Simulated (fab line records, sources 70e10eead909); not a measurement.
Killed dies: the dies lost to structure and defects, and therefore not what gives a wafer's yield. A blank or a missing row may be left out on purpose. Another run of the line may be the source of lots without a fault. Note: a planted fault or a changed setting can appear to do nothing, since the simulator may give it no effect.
Chamber matching -- flow nand_harc -- pecvd-02 running NHARC_A_CHANNEL_HOLE_D2_DEP_01: 3 sister chambers
The step deposits SiON, target thk 140 nm. 3 wafers are shown with their chamber, then 10 later ones without.

## WAFERS, EACH WITH ITS CHAMBER
wafer,chamber,heater_power_w (W)
L078.4,0,728
L082.1,1,1008
L082.4,2,594

## WAFERS MISSING THEIR CHAMBER
wafer,heater_power_w (W)
L082.6,1041
L084.2,750
L084.3,955
L084.5,987
L088.4,945
L088.5,597
L088.6,725
L089.1,643
L089.3,584
L089.6,588

## THE CHAMBER EACH PASSED THROUGH
wafer,from the rows above,in truth
L082.6,1,1
L084.2,0,0
L084.3,1,1
L084.5,1,1
L088.4,1,1
L088.5,2,2
L088.6,0,0
L089.1,can't be placed: 2 or 0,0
L089.3,2,2
L089.6,2,2
9 of 10 placed correctly. Can't be placed from these rows: 1 (the true chamber is among the candidates in 1). Number placed wrongly: 0.
How it was worked out, from the rows above alone: a wafer's distance from a chamber is the root of the sum, over the readings, of the square of ((its reading less the chamber's mean) divided by the reading's scatter). If the next closest chamber is less than 2 further off than the closest, the wafer can't be placed; otherwise it belongs to the closest. A chamber's mean is the mean of its shown wafers. The scatter: with one shown wafer a chamber, the root of the mean of the squares of how far each hidden wafer lies from its nearest shown one.
